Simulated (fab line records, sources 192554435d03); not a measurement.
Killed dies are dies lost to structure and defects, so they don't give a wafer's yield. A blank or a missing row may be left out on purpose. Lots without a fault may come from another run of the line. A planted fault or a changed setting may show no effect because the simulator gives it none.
One fault seen from 3 desks | flow n5_finfet | each desk has only its own numbers; what lay behind them comes last

THE TOOL OWNER'S DESK: rie_metal-02
The tool's own readings at N5_BEOL_M6_HM_OPEN_17 (chemistry Cl2/BCl3, target TiN, target depth 20 nm, overetch 6 nm): means of the sampled wafers that have a number, for each lot that ran on this tool. A lot is out of limits, marked OUT, if its mean lies more than 4 standard deviations from the usual mean; the brackets give that distance.
Columns: A = drypump_motor_current_A at N5_BEOL_M6_HM_OPEN_17, usual 5.9 A; B = mfc_cl2_sccm at N5_BEOL_M6_HM_OPEN_17, usual 53.25 sccm; C = oes_product_au at N5_BEOL_M6_HM_OPEN_17, usual 0.67 a.u.; D = throttle_valve_pct at N5_BEOL_M6_HM_OPEN_17, usual 22.05 %
lot  | first seen here | A   | B     | C    | D
L791 | day 9 12:08     | 6.1 | 53.29 | 0.68 | 22.08
L792 | day 10 06:19    | 6.1 | 53.26 | 0.68 | 22.08
L796 | day 11 07:45    | 5.7 | 53.15 | 0.59 | 22.26
This desk's finding: nothing out of limits on any of the 3 lots.

THE DEFECT DESK
What the inspections along the route counted, lot by lot: means of the sampled wafers that have a number. A lot is out of limits, marked OUT, if its mean lies more than 4 standard deviations from the usual mean; the brackets give that distance.
Columns: A = raw_defect_count at N5_BEOL_M6_INSPECT_13, usual 416
lot  | first seen here | A
L787 | day 8 02:13     | 387
L791 | day 9 11:48     | 326
L792 | day 10 06:00    | 352
L796 | day 11 07:26    | 414
L803 | day 12 18:30    | 289
L806 | day 13 14:18    | 398
This desk's finding: nothing out of limits on any of the 6 lots.

THE METROLOGY DESK
What the gauges read, lot by lot, whatever tool the lot ran on: means of the sampled wafers that have a number. A lot is out of limits, marked OUT, if its mean lies more than 4 standard deviations from the usual mean; the brackets give that distance.
Columns: A = cd_nm at N5_BEOL_M6_CD_MEAS_11, usual 38.6 nm; B = M6_OVL at N5_BEOL_M6_OVL_MEAS_12, usual 0.2 nm
lot  | first seen here | A    | B
L787 | day 8 02:10     | 38.9 | 0.8
L791 | day 9 11:45     | 38.5 | -0.3
L792 | day 10 05:56    | 38.9 | 0.3
L796 | day 11 07:23    | 38.3 | -0.1
L803 | day 12 18:27    | 38.7 | 1.3
L806 | day 13 14:15    | 38.2 | 0.4
This desk's finding: nothing out of limits on any of the 6 lots.

PUT TOGETHER
The tool owner's desk saw nothing out of limits.
The defect desk saw nothing out of limits.
The metrology desk saw nothing out of limits.

WHAT THE SIMULATOR HAD PUT IN
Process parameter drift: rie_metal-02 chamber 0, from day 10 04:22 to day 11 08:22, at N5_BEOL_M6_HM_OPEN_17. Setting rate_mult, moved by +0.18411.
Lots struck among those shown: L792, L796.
